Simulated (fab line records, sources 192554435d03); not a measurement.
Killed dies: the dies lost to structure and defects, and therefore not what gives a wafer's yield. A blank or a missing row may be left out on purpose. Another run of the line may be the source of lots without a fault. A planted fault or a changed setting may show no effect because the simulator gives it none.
Which of the tools did it? + flow n5 finfet + 12 lots with 30 wafers sampled at 4 steps, on a route of 1938 steps

## WHAT EACH GAUGE READ, for each wafer
N5_BEOL_M4_RC_MEAS_101.
| lot  | measured     | on        | DIBL_N (mV/V)  | DIBL_P (mV/V)  | IOFF_N (nA/um) | IOFF_P (nA/um) | ION_N (uA/um) | ION_P (uA/um) | SS_N (mV/dec)  | SS_P (mV/dec)  | VT_N (mV)   | VT_P (mV)      |
|------|--------------|-----------|----------------|----------------|----------------|----------------|---------------|---------------|----------------|----------------|-------------|----------------|
| L751 | day 12 01:04 | prober-02 | 42.7 36.7 42.0 | 41.4 34.8 40.6 | 0.26 0.13 0.25 | 0.31 0.18 0.30 | 704 672 707   | 480 465 482   | 73.3 71.3 72.9 | 74.6 72.9 74.4 | 244 254 245 | -245 -254 -247 |
| L752 | day 12 12:42 | prober-02 | 38.0 37.4      | 37.0 37.3      | 0.19 0.16      | 0.20 0.21      | 692 681       | 462 459       | 71.4 71.2      | 73.3 73.3      | 247 249     | -252 -252      |
| L753 | day 12 14:16 | prober-01 | 36.2 37.5 41.2 | 35.5 38.0 40.8 | 0.13 0.16 0.24 | 0.16 0.20 0.24 | 658 679 677   | 441 457 452   | 72.6 72.2 72.4 | 73.6 72.6 74.0 | 254 251 245 | -256 -254 -250 |
| L756 | day 13 10:34 | prober-01 | 40.2 39.1 38.9 | 40.8 39.3 38.2 | 0.22 0.21 0.19 | 0.27 0.24 0.22 | 673 687 662   | 456 465 449   | 72.8 72.5 71.9 | 74.5 73.8 73.5 | 246 247 251 | -248 -248 -251 |
| L757 | day 13 18:59 | prober-02 | 38.7 36.7 37.4 | 39.1 36.1 39.1 | 0.19 0.15 0.18 | 0.25 0.18 0.25 | 679 680 695   | 459 458 471   | 72.9 72.5 72.8 | 74.1 73.9 74.3 | 248 250 251 | -251 -256 -250 |
| L760 | day 14 05:29 | prober-01 | 39.9 41.5      | 40.9 41.8      | 0.22 0.27      | 0.27 0.30      | 709 715       | 470 484       | 72.0 72.1      | 74.2 74.2      | 244 242     | -249 -245      |
| L759 | day 14 11:25 | prober-02 | 36.3 34.2      | 37.9 35.2      | 0.19 0.16      | 0.24 0.19      | 697 689       | 472 470       | 72.3 71.6      | 73.2 73.5      | 247 247     | -248 -249      |
| L761 | day 14 15:04 | prober-02 | 40.5 34.8      | 39.8 32.8      | 0.25 0.13      | 0.26 0.16      | 689 669       | 464 452       | 72.8 70.7      | 74.4 72.4      | 242 250     | -247 -253      |
| L766 | day 15 12:55 | prober-02 | 37.3 38.1      | 36.6 37.9      | 0.16 0.19      | 0.23 0.25      | 680 676       | 463 459       | 72.0 72.4      | 74.3 73.7      | 252 249     | -250 -246      |
| L762 | day 15 17:26 | prober-01 | 34.6 39.0      | 35.0 39.5      | 0.14 0.20      | 0.19 0.25      | 668 683       | 461 468       | 70.6 71.8      | 73.0 74.2      | 249 247     | -250 -251      |
| L770 | day 17 01:52 | prober-02 | 38.5 35.3 36.5 | 36.9 35.0 36.6 | 0.20 0.15 0.15 | 0.21 0.19 0.20 | 681 682 671   | 464 464 457   | 72.8 71.3 71.7 | 73.6 73.6 73.2 | 247 248 251 | -249 -249 -249 |
| L772 | day 17 18:26 | prober-02 | 36.5 33.3 36.9 | 36.5 31.9 37.3 | 0.16 0.12 0.19 | 0.26 0.17 0.26 | 662 680 686   | 460 463 475   | 71.5 70.8 72.2 | 73.6 73.0 74.0 | 250 248 248 | -245 -251 -246 |

N5_PASSIVATION_INSPECT_61: inspects for defects (macro).
| lot  | measured     | on                | raw defect count |
|------|--------------|-------------------|------------------|
| L751 | day 16 10:05 | defect inspect-01 | 2 3 1            |
| L752 | day 17 00:29 | defect inspect-01 | 0 5              |
| L753 | day 17 00:18 | defect inspect-01 | 0 3 3            |
| L756 | day 17 17:01 | defect inspect-02 | 0 1 4            |
| L757 | day 17 22:28 | defect inspect-01 | 3 2 4            |
| L760 | day 18 05:28 | defect inspect-01 | 1 3              |
| L759 | day 18 20:33 | defect inspect-01 | 2 5              |
| L761 | day 18 17:23 | defect inspect-02 | 4 2              |
| L766 | day 19 11:14 | defect inspect-02 | 1 3              |
| L762 | day 19 15:18 | defect inspect-01 | 1 3              |
| L770 | day 21 13:34 | defect inspect-01 | 1 3 2            |
| L772 | day 21 23:20 | defect inspect-02 | 0 3 3            |

## TOOL THAT RAN EACH LOT (tool first, then ch and the chambers of the sampled wafers, then the start)
| lot  | N5_BEOL_M15_SPUTTER_45       | N5_PASSIVATION_PECVD_01         |
|------|------------------------------|---------------------------------|
| L751 | pvd sputter-02, day 15 23:27 | pecvd-02 ch 0,1, day 16 08:31   |
| L752 | pvd sputter-02, day 16 15:00 | pecvd-02 ch 0,2, day 16 21:35   |
| L753 | pvd sputter-03, day 16 15:27 | pecvd-04 ch 0,2, day 16 22:41   |
| L756 | pvd sputter-01, day 17 06:54 | pecvd-02 ch 0,2, day 17 14:53   |
| L757 | pvd sputter-02, day 17 14:53 | pecvd-04 ch 1,2, day 17 21:07   |
| L760 | pvd sputter-02, day 17 18:35 | pecvd-01 ch 1,2, day 18 01:46   |
| L759 | pvd sputter-02, day 18 10:01 | pecvd-04 ch 1,2, day 18 16:48   |
| L761 | pvd sputter-02, day 18 10:26 | pecvd-02 ch 0,2, day 18 16:49   |
| L766 | pvd sputter-01, day 19 00:34 | pecvd-04 ch 0,1, day 19 08:49   |
| L762 | pvd sputter-02, day 19 06:27 | pecvd-04 ch 0,1, day 19 14:13   |
| L770 | pvd sputter-03, day 21 02:25 | pecvd-04 ch 0,1,2, day 21 12:01 |
| L772 | pvd sputter-03, day 21 16:17 | pecvd-01 ch 1,2, day 21 22:45   |
- N5_BEOL_M15_SPUTTER_45: material Cu, target thk 100 nm, time 16.67 s.
- N5_PASSIVATION_PECVD_01: deposits SiNx from SiH4/NH3/N2, target thk 200 nm, time 43.2 s.

## AS READ BY THE TOOLS THEMSELVES (means over the sampled wafers that have a number; for cases with no such wafer, the mark the record gives instead)
N5_BEOL_M15_SPUTTER_45.
| lot  | tool           | cathode dc power W (W) | throttle valve pct (%) |
|------|----------------|------------------------|------------------------|
| L751 | pvd sputter-02 | 26000                  | 30.2                   |
| L752 | pvd sputter-02 | 25998                  | 29.8                   |
| L753 | pvd sputter-03 | 26003                  | 30.8                   |
| L756 | pvd sputter-01 | 25994                  | 30.9                   |
| L757 | pvd sputter-02 | 26001                  | 30.6                   |
| L760 | pvd sputter-02 | 26004                  | 29.5                   |
| L759 | pvd sputter-02 | 25996                  | 30.7                   |
| L761 | pvd sputter-02 | 26002                  | 30.3                   |
| L766 | pvd sputter-01 | 25998                  | 28.8                   |
| L762 | pvd sputter-02 | 26003                  | 29.9                   |
| L770 | pvd sputter-03 | 26003                  | 29.1                   |
| L772 | pvd sputter-03 | 26002                  | 30.1                   |

N5_PASSIVATION_PECVD_01.
| lot  | tool     | heater power w (W) | showerhead plenum p Torr (Torr) | throttle valve pct (%) |
|------|----------|--------------------|---------------------------------|------------------------|
| L751 | pecvd-02 | 364                | 8.64                            | 30.1                   |
| L752 | pecvd-02 | 388                | 8.71                            | 29.5                   |
| L753 | pecvd-04 | 582                | 8.68                            | 28.3                   |
| L756 | pecvd-02 | 405                | 8.69                            | 29.6                   |
| L757 | pecvd-04 | 517                | 8.65                            | 29.0                   |
| L760 | pecvd-01 | 322                | 8.78                            | 27.6                   |
| L759 | pecvd-04 | 502                | 8.63                            | 29.4                   |
| L761 | pecvd-02 | 290                | 8.71                            | 29.5                   |
| L766 | pecvd-04 | 568                | 8.57                            | 30.3                   |
| L762 | pecvd-04 | 561                | 8.57                            | 30.5                   |
| L770 | pecvd-04 | 536                | 8.62                            | 29.4                   |
| L772 | pecvd-01 | 366                | 8.76                            | 27.7                   |

## THE ANSWER, worked out from the rows above alone
Rule: what is usual is taken from the lots themselves. Put in order of their means at a reading, lots are off if they are a third of the lots or fewer, leave a main group of 4 or more, and stand apart from it by a gap of 3 or more times the standard deviation of the main group's means; of several such gaps the widest counts. The tables above print the reading to a certain number of digits; a main group whose means all agree to those digits is not used. A lot without any number at a reading at which 4 lots or more have one is off too. Where the step has rows for the other lots, those lots are counted as sound. The gauges are gone through in route order, then the tools' own readings, and for those a lot's mean is taken as printed above. The first step at which some lot is off is used, and at that step the reading that is off furthest; a lot without a number counts as furthest.
None of the lots is off at any reading shown; this tells nothing.

## WHAT WAS PUT IN BY THE SIMULATOR
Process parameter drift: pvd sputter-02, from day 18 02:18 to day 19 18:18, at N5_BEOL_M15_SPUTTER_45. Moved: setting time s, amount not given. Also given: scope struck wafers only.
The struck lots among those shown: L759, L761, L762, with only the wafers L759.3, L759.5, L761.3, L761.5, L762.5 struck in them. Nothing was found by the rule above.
